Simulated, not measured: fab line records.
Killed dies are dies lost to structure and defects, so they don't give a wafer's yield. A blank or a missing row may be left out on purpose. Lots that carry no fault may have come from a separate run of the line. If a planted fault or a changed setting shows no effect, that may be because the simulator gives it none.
Split-lot trial -- flow n5_finfet -- on a route of 1938 steps: 7 lots, 21 wafers read

## ABOUT THE SPLIT
At N5_BEOL_M6_COAT_63 (time 60 s, resist thk 60 nm), the setting spin_rpm was moved away from the recipe's 1500 rpm on 10 of the 21 wafers read, by -9.9% to +9.6%. This setting was run at the recipe's value on the other wafers.

## FROM THE SPLIT TO THE READING: what the file shows between them, 8 steps
- N5_BEOL_M6_COAT_22: resist thk 30 nm (also split here: spin_rpm)
- N5_BEOL_M6_EBR_24
- N5_BEOL_M6_SOFTBAKE_23: time 60 s
- N5_BEOL_M6_ETCH_72: etches underlayer in N2/H2, target depth 6.5 nm, time 5.2 s
- N5_BEOL_M6_ETCH_65: etches SiARC in CF4, target depth 15.6 nm, time 26 s
- N5_BEOL_M6_ETCH_66: etches SOC in N2/H2, target depth 80 nm, overetch 16 nm, time 120 s
- N5_BEOL_M6_STRIP_69: strips in N2/H2
- N5_BEOL_M6_STRIP_73: strips in N2/H2

## THE READING
SOC_of_BEOL_M6_COAT_63.thk_nm (the simulator's own value, which no gauge read), in nm, at N5_BEOL_M6_VIA_ETCH_34 (etches SiCOH lowk in C4F6/O2, target depth 126.3 nm, time 50.9 s). There is no usual value for it anywhere in the file. Here, 11 wafers ran the recipe; their average is 53.9 nm with a standard deviation of 0.2 nm.

wafer,"tool, chamber at the split","spin_rpm as run, rpm",against the recipe,"SOC_of_BEOL_M6_COAT_63.thk_nm, nm",against lot-mates on the recipe
L077.1,"litho_track-01, 0",1368,-8.8%,57.2,+3.2
L077.3,"litho_track-01, 0",1368,-8.8%,57.2,+3.2
L077.4,"litho_track-01, 0",1500,recipe,54,-
L081.3,"litho_track-01, 0",1500,recipe,54,-
L081.5,"litho_track-01, 0",1644,+9.6%,51.4,-2.6
L081.6,"litho_track-01, 0",1644,+9.6%,50.8,-3.2
L088.1,"litho_track-03, 0",1500,recipe,53.6,-
L088.3,"litho_track-03, 0",1592,+6.1%,52,-1.7
L088.5,"litho_track-03, 0",1500,recipe,53.8,-
L090.1,"litho_track-01, 0",1500,recipe,54.4,-
L090.4,"litho_track-01, 0",1500,recipe,54,-
L090.5,"litho_track-01, 0",1500,recipe,53.8,-
L091.3,"litho_track-01, 0",1500,recipe,53.8,-
L091.4,"litho_track-01, 0",1351,-9.9%,57,+3.2
L091.6,"litho_track-01, 0",1351,-9.9%,57.2,+3.4
L095.3,"litho_track-03, 0",1414,-5.7%,55.6,+1.7
L095.4,"litho_track-03, 0",1500,recipe,54,-
L095.6,"litho_track-03, 0",1500,recipe,53.8,-
L096.1,"litho_track-03, 0",1619,+7.9%,51.8,-2.2
L096.4,"litho_track-03, 0",1500,recipe,54,-
L096.5,"litho_track-03, 0",1619,+7.9%,52,-2.0

FIT RESULTS
A straight line over all 21 wafers: SOC_of_BEOL_M6_COAT_63.thk_nm changes by -0.311 nm for each +1% of spin_rpm; r = -0.99; the points scatter about the line by 0.27 nm.
The same after taking each lot's own level away (the mean of its wafers on the recipe; 21 wafers): -0.315 nm for each +1%; r = -0.99; scatter 0.23 nm.
The reading moves by 3.1 nm for the largest change in spin_rpm, on that fit.
Across the lots, their own levels run from 53.70 to 54.07 nm, a range of 1.9 times the standard deviation given above.
Consequently the slope shifts little with the lot-to-lot level, the two slopes agreeing.
Check: +3.25 nm against its lot-mates is what the line predicts for one of the wafers moved furthest among these (-9.9%) when that wafer is left out of the fit. It came out at +3.2 nm against them.

## THE OTHER SPLITS THESE WAFERS WENT THROUGH
Other splits were also applied to these wafers ahead of the reading. Each is held against what the fit with the lots' levels taken away leaves over:
other split on the same wafers,wafers away from the commonest value,r with SOC_of_BEOL_M6_COAT_63.thk_nm (lot level and that fit taken away)
N5_BEOL_M5_TRENCH_ETCH_37 time_s,4,-0.20
N5_BEOL_M6_COAT_22 spin_rpm,6,-0.18

## THE WHOLE CHAIN: every reading that the file lists as answering this split, in the file's order
step,what it does,reading,change (the file's fit),r (the file's)
N5_BEOL_M6_COAT_63,"time 60 s, resist thk 60 nm","SOC_of_BEOL_M6_COAT_63.thk_nm (the simulator's own value, which no gauge read)",-0.29 nm for each +1% of the setting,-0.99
N5_BEOL_M6_ETCH_66,"etches SOC in N2/H2, target depth 80 nm, overetch 16 nm, time 120 s","etch.depth_nm (the simulator's own value, which no gauge read)",-0.297 nm for each +1% of the setting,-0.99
N5_BEOL_M6_VIA_ETCH_34,"etches SiCOH lowk in C4F6/O2, target depth 126.3 nm, time 50.9 s","SOC_of_BEOL_M6_COAT_63.thk_nm (the simulator's own value, which no gauge read)",-0.313 nm for each +1% of the setting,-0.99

## THE FILE'S OWN FIT
SOC_of_BEOL_M6_COAT_63.thk_nm changes by -0.313 nm for each +1% of spin_rpm, r = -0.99.
